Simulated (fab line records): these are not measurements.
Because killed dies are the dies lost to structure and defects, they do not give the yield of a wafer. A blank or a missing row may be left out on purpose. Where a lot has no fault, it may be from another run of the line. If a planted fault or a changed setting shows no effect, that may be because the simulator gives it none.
A struck lot beside a sound one | flow nandHarc | 15 out of 1302 route steps
Sound: wafers L453.2, L453.4, L453.6. Wafers L447.2, L447.4, L447.5 were the ones struck. The cause comes at the end.
For every step that has rows: the tool of each side, followed by ch and its chambers, followed by its first start. Under that, the readings that differ: sound wafers | struck wafers | difference of the means | sigmas: that difference in standard deviations of wafers without a fault.
alike: readings with means less than 2 such deviations apart, plus words and numbers identical on both sides. not compared: withheld readings, readings lacking a value on some wafer, bounds such as >300 that could conceal the same value, and numbers that have no deviation in the record and whose values overlap.
A row with sigmas, a row that says differs or no value, or rows on one side alone: a step with any of these is where the two part. When numbers do not overlap yet have no deviation, they are printed without sigmas and do not part them. A reading missing from all wafers of one side parts the sides only when that side holds two or more wafers.

first, 1 step without rows for these wafers: NHARC_A_ONON_D1_DEP_12 (target thk 1000 nm).
NHARC_A_ONON_D1_THK_MEAS_14: measures by ellipsometry.
  sound on filmMetro-01 at day 16 20:19; struck on filmMetro-02 at day 14 07:41
reading    | sound          | struck      | difference | sigmas
thkNm (nm) | 1013 1015 1015 | 994 994 993 | -21        | -3
then, 2 steps without rows for these wafers: NHARC_A_ONON_D1_ANNEAL_15 (time 3600 s); NHARC_A_ONON_D1_DEP_16 (target thk 1000 nm).
NHARC_A_ONON_D1_THK_MEAS_18: measures by ellipsometry.
  sound on filmMetro-01 at day 17 04:03; struck on filmMetro-01 at day 14 16:23
  alike: thkNm
after that, 1 step with no rows for these wafers: NHARC_A_ONON_D1_DEP_19 (target thk 1000 nm).
NHARC_A_ONON_D1_THK_MEAS_21: measures by ellipsometry.
  sound on filmMetro-01 at day 17 04:37; struck on filmMetro-02 at day 14 16:56
  alike: thkNm
after that, 1 step with no rows for these wafers: NHARC_A_ONON_D1_DEP_22 (target thk 1000 nm).
NHARC_A_ONON_D1_THK_MEAS_24: measures by ellipsometry.
  sound on filmMetro-02 at day 17 05:11; struck on filmMetro-02 at day 14 17:30
  alike: thkNm
after that, 1 step with no rows for these wafers: NHARC_A_ONON_D1_DEP_25 (target thk 1000 nm).
NHARC_A_ONON_D1_THK_MEAS_27: measures by ellipsometry.
  sound on filmMetro-02 at day 17 05:46; struck on filmMetro-01 at day 14 18:04
  alike: thkNm
NHARC_A_ONON_D1_DEP_28: target thk 1000 nm.
  sound on pecvdOnon-02 ch 0, day 17 05:52; struck on pecvdOnon-02 ch 0, day 14 18:11
reading             | sound             | struck            | difference | sigmas
sih4FlowSccm (sccm) | 209.4 210.1 208.5 | 211.0 210.9 210.7 | +1.5       | +3
NHARC_A_ONON_D1_THK_MEAS_30: measures by ellipsometry.
  sound on filmMetro-02 at day 17 06:19; struck on filmMetro-01 at day 14 18:38
reading    | sound       | struck      | difference | sigmas
thkNm (nm) | 990 991 990 | 637 637 638 | -353       | -32
NHARC_A_ONON_D1_DEP_33: deposits SiO2, target thk 200 nm.
  sound on pecvd-03 ch 0,1,2, day 17 06:22; struck on pecvd-01 ch 1,2, day 14 18:41
  alike: heaterPowerOuterW, heaterPowerW, throttleValvePct
-- the record jumps here: 16 days lie between the struck wafers' starts before and after (it left off in module A_ONON_D1 and takes up again in module END, whose first step shown is number 1302 of the route) --
NHARC_END_SORT_01:
  only the struck wafers appear in the record here, on prober-02 ch 0 at day 30 09:49; the sound ones have no rows

WHERE THEY PART
At NHARC_A_ONON_D1_THK_MEAS_14 first; at NHARC_END_SORT_01 last (within this record only).

WHY: what had been put in by the simulator
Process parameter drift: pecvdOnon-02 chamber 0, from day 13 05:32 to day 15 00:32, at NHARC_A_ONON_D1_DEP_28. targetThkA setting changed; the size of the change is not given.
